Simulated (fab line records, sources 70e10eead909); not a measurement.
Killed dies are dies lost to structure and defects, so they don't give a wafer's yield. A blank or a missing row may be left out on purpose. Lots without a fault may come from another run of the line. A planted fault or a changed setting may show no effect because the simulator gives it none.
One fault seen from 2 desks | flow nand_harc | each desk has only its own numbers; what lay behind them comes last

THE TOOL OWNER'S DESK: rie_diel-04
The tool's own readings at NHARC_A_CONTACT_ETCH_50 (etches the open film in CF4/CHF3, target depth 121 nm, time 60.5 s): means of the sampled wafers that have a number, for each lot that ran on this tool. A lot is out of limits, marked OUT, if its mean lies more than 4 standard deviations from the usual mean; the brackets give that distance.
Columns: A = drypump_motor_current_A at NHARC_A_CONTACT_ETCH_50, usual 5.78 A; B = oes_product_au at NHARC_A_CONTACT_ETCH_50, usual 0.947 a.u.; C = rf_vpp_V at NHARC_A_CONTACT_ETCH_50, usual 371.0 V; D = run_length_s at NHARC_A_CONTACT_ETCH_50, usual 81.8 s; E = showerhead_plenum_p_Torr at NHARC_A_CONTACT_ETCH_50, usual 1.59 Torr; F = throttle_valve_pct at NHARC_A_CONTACT_ETCH_50, usual 16.803 %
lot  | first seen here | A    | B     | C     | D               | E    | F
L662 | day 21 13:21    | 5.84 | 0.963 | 370.8 | 82.0            | 1.59 | 16.803
L672 | day 25 19:12    | 5.73 | 0.974 | 371.0 | 77.8 (-7.9) OUT | 1.60 | 16.794
L680 | day 29 14:50    | 5.56 | 0.976 | 366.9 | 81.8            | 1.50 | 16.806
L684 | day 31 08:02    | 5.88 | 0.946 | 372.8 | 82.5            | 1.67 | 16.798
This desk's finding: out of limits on L672; first on L672, day 25 19:12 (run_length_s at NHARC_A_CONTACT_ETCH_50). In limits: L662, L680, L684.

THE DEFECT DESK
What the inspections along the route counted, lot by lot: means of the sampled wafers that have a number. A lot is out of limits, marked OUT, if its mean lies more than 4 standard deviations from the usual mean; the brackets give that distance.
Columns: A = raw_defect_count at NHARC_A_WL_FILL_INSPECT_15, usual 457
lot  | first seen here | A
L662 | day 21 06:58    | 435
L663 | day 21 17:52    | 394
L668 | day 23 03:47    | 437
L667 | day 23 07:52    | 551
L672 | day 25 12:48    | 383
L673 | day 26 01:25    | 451
L679 | day 29 00:14    | 586
L680 | day 29 08:32    | 416
L682 | day 30 04:58    | 373
L683 | day 30 10:05    | 278
L681 | day 30 13:20    | 511
L684 | day 31 01:31    | 449
This desk's finding: nothing out of limits on any of the 12 lots.

PUT TOGETHER
The tool owner's desk could have raised an alarm at day 25 19:12, on L672.
The defect desk saw nothing out of limits.
The defect desk has L672 on record, within its limits.
Of the lots named, all ran NHARC_A_CONTACT_ETCH_50 on rie_diel-04.

WHAT THE SIMULATOR HAD PUT IN
Process parameter drift: rie_diel-04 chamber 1, from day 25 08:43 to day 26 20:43, at NHARC_A_CONTACT_ETCH_50. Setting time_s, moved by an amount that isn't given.
Lots struck among those shown: L672.
Hours from the fault's start to each desk's first reading out of limits: the tool owner's desk, 10.
